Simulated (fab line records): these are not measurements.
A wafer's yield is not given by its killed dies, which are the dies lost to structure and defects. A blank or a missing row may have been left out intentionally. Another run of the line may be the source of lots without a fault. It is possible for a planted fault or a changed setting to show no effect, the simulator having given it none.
Split-lot trial :: flow n5_finfet :: on a route of 1938 steps: 7 lots, 21 wafers read

== THE SPLIT ITSELF ==
At N5_FIN_SAQP_HM_DEP_72 (deposits SiO2 from SiH4/N2O, target thk 12 nm, time 7.2 s), the setting time_s was moved away from the recipe's 7.2 s on 5 of the 21 wafers read, by -12.2% to +13.2%. For the rest of the wafers, this setting stayed at what the recipe calls for.

== FROM THE SPLIT TO THE READING: what the file shows between them, 4 steps ==
- N5_FIN_SAQP_COAT_49: time 60 s, resist thk 100 nm
- N5_FIN_SAQP_COAT_50: time 60 s, resist thk 35 nm
- N5_FIN_SAQP_ETCH_52: etches SOC in N2/H2, target depth 100 nm, overetch 20 nm, time 150 s
- N5_FIN_SAQP_STRIP_53: strips in N2/H2

== THE READING ==
etch.depth_nm (the simulator's own value, which no gauge read), in nm, at N5_FIN_SAQP_HM_OPEN_73 (chemistry CHF3/O2, target SiO2, stops on a-Si, target depth 12 nm, time 16.8 s). The file gives no usual value for it. Average 11.94 nm, standard deviation 0.18 nm, over the 16 wafers here run with the recipe.

wafer: L076.1
tool, chamber at the split: pecvd-03, 0
time_s as run, s: 7.713
against the recipe: +7.1%
etch.depth_nm, nm: 12.81
against lot-mates on the recipe: +0.87

wafer: L076.3
tool, chamber at the split: pecvd-03, 1
time_s as run, s: 7.2
against the recipe: recipe
etch.depth_nm, nm: 11.94
against lot-mates on the recipe: -

wafer: L076.5
tool, chamber at the split: pecvd-03, 1
time_s as run, s: 7.713
against the recipe: +7.1%
etch.depth_nm, nm: 12.76
against lot-mates on the recipe: +0.82

wafer: L078.4
tool, chamber at the split: pecvd-04, 0
time_s as run, s: 7.2
against the recipe: recipe
etch.depth_nm, nm: 11.88
against lot-mates on the recipe: -

wafer: L078.5
tool, chamber at the split: pecvd-04, 1
time_s as run, s: 7.2
against the recipe: recipe
etch.depth_nm, nm: 11.87
against lot-mates on the recipe: -

wafer: L078.6
tool, chamber at the split: pecvd-04, 0
time_s as run, s: 7.2
against the recipe: recipe
etch.depth_nm, nm: 12.04
against lot-mates on the recipe: -

wafer: L080.2
tool, chamber at the split: pecvd-04, 0
time_s as run, s: 7.2
against the recipe: recipe
etch.depth_nm, nm: 11.84
against lot-mates on the recipe: -

wafer: L080.4
tool, chamber at the split: pecvd-04, 1
time_s as run, s: 7.2
against the recipe: recipe
etch.depth_nm, nm: 11.99
against lot-mates on the recipe: -

wafer: L080.6
tool, chamber at the split: pecvd-04, 0
time_s as run, s: 7.2
against the recipe: recipe
etch.depth_nm, nm: 11.91
against lot-mates on the recipe: -

wafer: L081.4
tool, chamber at the split: pecvd-02, 1
time_s as run, s: 7.2
against the recipe: recipe
etch.depth_nm, nm: 12.34
against lot-mates on the recipe: -

wafer: L081.5
tool, chamber at the split: pecvd-02, 0
time_s as run, s: 6.324
against the recipe: -12.2%
etch.depth_nm, nm: 11.05
against lot-mates on the recipe: -1.15

wafer: L081.6
tool, chamber at the split: pecvd-02, 2
time_s as run, s: 7.2
against the recipe: recipe
etch.depth_nm, nm: 12.06
against lot-mates on the recipe: -

wafer: L084.1
tool, chamber at the split: pecvd-03, 0
time_s as run, s: 7.2
against the recipe: recipe
etch.depth_nm, nm: 11.84
against lot-mates on the recipe: -

wafer: L084.4
tool, chamber at the split: pecvd-03, 1
time_s as run, s: 7.2
against the recipe: recipe
etch.depth_nm, nm: 12.11
against lot-mates on the recipe: -

wafer: L084.6
tool, chamber at the split: pecvd-03, 2
time_s as run, s: 7.2
against the recipe: recipe
etch.depth_nm, nm: 11.82
against lot-mates on the recipe: -

wafer: L086.2
tool, chamber at the split: pecvd-04, 0
time_s as run, s: 7.2
against the recipe: recipe
etch.depth_nm, nm: 11.46
against lot-mates on the recipe: -

wafer: L086.5
tool, chamber at the split: pecvd-04, 0
time_s as run, s: 7.2
against the recipe: recipe
etch.depth_nm, nm: 11.94
against lot-mates on the recipe: -

wafer: L086.6
tool, chamber at the split: pecvd-04, 1
time_s as run, s: 7.2
against the recipe: recipe
etch.depth_nm, nm: 11.84
against lot-mates on the recipe: -

wafer: L092.2
tool, chamber at the split: pecvd-04, 1
time_s as run, s: 8.148
against the recipe: +13.2%
etch.depth_nm, nm: 13.4
against lot-mates on the recipe: +1.29

wafer: L092.3
tool, chamber at the split: pecvd-04, 1
time_s as run, s: 8.148
against the recipe: +13.2%
etch.depth_nm, nm: 13.67
against lot-mates on the recipe: +1.56

wafer: L092.4
tool, chamber at the split: pecvd-04, 0
time_s as run, s: 7.2
against the recipe: recipe
etch.depth_nm, nm: 12.11
against lot-mates on the recipe: -

THE FIT
A straight line over all 21 wafers: etch.depth_nm changes by +0.107 nm for each +1% of time_s; r = +0.94; the points scatter about the line by 0.2 nm.
The same after taking each lot's own level away (the mean of its wafers on the recipe; 21 wafers): +0.106 nm for each +1%; r = +0.98; scatter 0.13 nm.
The reading moves by 1.4 nm for the largest change in time_s, on that fit.
From 11.747 to 12.200 nm: that is the span of the lots' own levels, equal to 2.5 times the standard deviation above.
The two slopes are in agreement: the lot-to-lot level therefore moves the slope only a little.
Check: +1.46 nm against its lot-mates is what the line predicts for one of the wafers moved furthest among these (+13.2%) when that wafer is left out of the fit. It came out at +1.29 nm against them.

== ADDITIONAL SPLITS CARRIED BY THESE WAFERS ==
Note: prior to the reading, these wafers also went through further splits. Each is held against what the fit with the lots' levels taken away leaves over:
other split on the same wafers: N5_ZERO_LAYER_PECVD_02 time_s
wafers away from the commonest value: 10
r with etch.depth_nm (lot level and that fit taken away): +0.10

other split on the same wafers: N5_ZERO_LAYER_ETCH_18 icp_w
wafers away from the commonest value: 7
r with etch.depth_nm (lot level and that fit taken away): +0.19

other split on the same wafers: N5_WELL_APT_EXPOSE_22 dose_mj
wafers away from the commonest value: 4
r with etch.depth_nm (lot level and that fit taken away): -0.28

other split on the same wafers: N5_WELL_APT_PEB_23 peb_temp_c
wafers away from the commonest value: 7
r with etch.depth_nm (lot level and that fit taken away): -0.02

other split on the same wafers: N5_FIN_SAQP_PECVD_48 time_s
wafers away from the commonest value: 7
r with etch.depth_nm (lot level and that fit taken away): +0.06

== THE WHOLE CHAIN: every reading that the file lists as answering this split, in the file's order ==
step: N5_FIN_SAQP_HM_DEP_72
what it does: deposits SiO2 from SiH4/N2O, target thk 12 nm, time 7.2 s
reading: SiO2_of_FIN_SAQP_HM_DEP_72.thk_nm (the simulator's own value, which no gauge read)
change (the file's fit): +0.104 nm for each +1% of the setting
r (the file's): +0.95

step: N5_FIN_SAQP_HM_OPEN_73
what it does: chemistry CHF3/O2, target SiO2, stops on a-Si, target depth 12 nm, time 16.8 s
reading: etch.depth_nm (the simulator's own value, which no gauge read)
change (the file's fit): +0.104 nm for each +1% of the setting
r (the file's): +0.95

== THE FILE'S OWN FIT ==
etch.depth_nm changes by +0.104 nm for each +1% of time_s, r = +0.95.
